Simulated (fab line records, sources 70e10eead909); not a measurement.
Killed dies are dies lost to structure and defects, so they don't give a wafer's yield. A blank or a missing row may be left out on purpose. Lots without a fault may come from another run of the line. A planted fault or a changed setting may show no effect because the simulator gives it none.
A struck lot beside a sound one | flow nand_harc | 25 steps out of a route of 1159
Sound: wafers L501.1, L501.4, L501.6. Struck: wafers L506.4, L506.5, L506.6. The cause comes at the end.
At each step with rows: each side's tool, then ch and its chambers, then its first start. Under that, the readings that differ: sound wafers | struck wafers | difference of the means | sigmas: that difference in standard deviations of wafers without a fault.
alike: readings whose means differ by less than 2 such deviations, and words and numbers that are the same on both sides. not compared: withheld readings, readings that some wafer has no value for, bounds like >300 that may hide the same value, and numbers for which the record gives no deviation and whose values overlap.
The two part at a step that has a row with sigmas, a row that says differs or no value, or rows on one side only. Numbers that don't overlap but have no deviation are shown without sigmas and don't part them. A reading that every wafer of one side lacks parts them only if that side has two wafers or more.

NHARC_P_CONTACT_DEP_00: deposits SiO2, target thk 500 nm.
  sound on pecvd-03 ch 0,2; struck on pecvd-03 ch 0,1,2
  alike: heater_power_w, mfc_precursor_sccm, throttle_valve_pct
NHARC_P_CONTACT_CMP_01: polishes SiO2, target thk 200 nm.
  sound on cmp-04 ch 0,1,3, day 6 09:52; struck on cmp-04 ch 0,1,3, day 8 00:41
  alike: motor_current_A
then, 9 steps without rows for these wafers: NHARC_P_CONTACT_SRD_03; NHARC_P_CONTACT_DEHYDRATE_04 (time 120 s); NHARC_P_CONTACT_HMDS_05 (time 30 s); NHARC_P_CONTACT_COAT_33 (time 75 s); NHARC_P_CONTACT_COAT_34 (time 65 s); NHARC_P_CONTACT_COAT_06 (resist thk 90 nm); NHARC_P_CONTACT_SOFTBAKE_07 (time 55 s); NHARC_P_CONTACT_EBR_08; NHARC_P_CONTACT_EXPOSE_09 (exposes mask P CA, target cd 90 nm).
NHARC_P_CONTACT_PEB_10: peb time 65 s.
  sound on litho_track-04 ch 0, day 6 10:35; struck on litho_track-01 ch 0, day 8 01:23
  reading                  | sound             | struck               | difference | sigmas
  heater_power_total_W (W) | 157.1 157.1 157.1 | 158.9 158.6 159.4    | +1.9       | +5
  plate_temp_C (C)         | 99.78 99.84 99.92 | 101.30 101.08 100.90 | +1.25      | +10
then, 1 step without rows for these wafers: NHARC_P_CONTACT_DEVELOP_11 (develop time 35 s).
NHARC_P_CONTACT_CD_MEAS_12: target cd 90 nm.
  sound on cd_sem-03 ch 0, day 6 10:40; struck on cd_sem-03 ch 0
  reading    | sound          | struck         | difference | sigmas
  cd_nm (nm) | 90.2 90.0 89.8 | 94.3 94.9 93.7 | +4.3       | +8
  not compared: hold
NHARC_P_CONTACT_OVL_MEAS_13:
  sound on overlay-01, day 6 10:45; struck on overlay-02, day 8 06:29
  reading | sound | struck                                                                     | difference                   | sigmas
  hold    | - - - | await_dispo/4.7h/release await_dispo/4.7h/release await_dispo/4.7h/release | no value on the sound wafers |
  alike: overlay_x_nm, overlay_y_nm
NHARC_P_CONTACT_INSPECT_14:
  sound on defect_inspect-01, day 6 10:47; struck on defect_inspect-01, day 8 06:31
  alike: raw_defect_count
NHARC_P_CONTACT_DESCUM_17: chemistry O2, time 3 s.
  sound on rie_diel-04 ch 0,1,2, day 6 10:52; struck on rie_diel-08 ch 0,1,2, day 8 06:36
  reading                    | sound             | struck            | difference | sigmas
  model.P_CONTACT.cd_nm (nm) | 89.99 90.55 90.42 | 94.99 95.38 94.32 | +4.58      |
  alike: drypump_motor_current_A, oes_product_au, rf_vpp_V, showerhead_plenum_p_Torr, throttle_valve_pct
  not compared: rf_hours_counter_h
then, 1 step without rows for these wafers: NHARC_P_CONTACT_ETCH_35 (etches the open film in CF4, target depth 39 nm, time 65 s).
NHARC_P_CONTACT_ETCH_36: etches the open film in N2/H2, target depth 260 nm, time 406.25 s.
  sound on rie_diel-04 ch 1,2; struck on rie_diel-08 ch 0,2,3
  alike: drypump_motor_current_A, oes_product_au, rf_vpp_V, showerhead_plenum_p_Torr, throttle_valve_pct
  not compared: rf_hours_counter_h
NHARC_P_CONTACT_ETCH_18: etches the open film in C4F8/O2/Ar, target depth 481 nm, time 240.5 s.
  sound on rie_diel-04 ch 0,1,2; struck on rie_diel-08 ch 0,1
  alike: oes_product_au, rf_vpp_V
  not compared: rf_hours_counter_h
then, 1 step without rows for these wafers: NHARC_P_CONTACT_STRIP_37 (strips in C4F8/O2/Ar).
NHARC_P_CONTACT_ETCH_31: etches the open film in CH3F/O2, target depth 30 nm, time 85.7 s.
  sound on rie_diel-04 ch 0,2,3; struck on rie_diel-08 ch 0,3
  reading                    | sound             | struck            | difference | sigmas
  model.P_CONTACT.cd_nm (nm) | 89.04 91.22 90.32 | 95.48 96.81 95.11 | +5.61      |
  alike: drypump_motor_current_A, oes_product_au, rf_vpp_V, showerhead_plenum_p_Torr, throttle_valve_pct
  not compared: rf_hours_counter_h
NHARC_P_CONTACT_CD_MEAS_19:
  sound on cd_sem-02, day 6 11:43; struck on cd_sem-03, day 8 07:39
  reading    | sound          | struck         | difference | sigmas
  cd_nm (nm) | 89.2 91.3 90.1 | 95.6 96.5 95.3 | +5.6       | +4
  not compared: hold
NHARC_P_CONTACT_STRIP_28: strips in O2.
  sound on rie_diel-04 ch 0,1, day 6 11:47; struck on rie_diel-04 ch 0,3, day 8 11:08
  reading | sound | struck                                                                     | difference                   | sigmas
  hold    | - - - | await_dispo/3.4h/release await_dispo/3.4h/release await_dispo/3.4h/release | no value on the sound wafers |
  alike: drypump_motor_current_A, oes_product_au, rf_vpp_V, showerhead_plenum_p_Torr, throttle_valve_pct
  not compared: rf_hours_counter_h
then, 1 step without rows for these wafers: NHARC_END_SORT_01.

WHERE THEY PART
First at NHARC_P_CONTACT_PEB_10; last, within this record, at NHARC_P_CONTACT_STRIP_28.

WHY: what the simulator had put in
Process parameter drift: litho_track-01, from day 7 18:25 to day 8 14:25, at NHARC_P_CONTACT_PEB_10. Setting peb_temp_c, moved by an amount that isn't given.
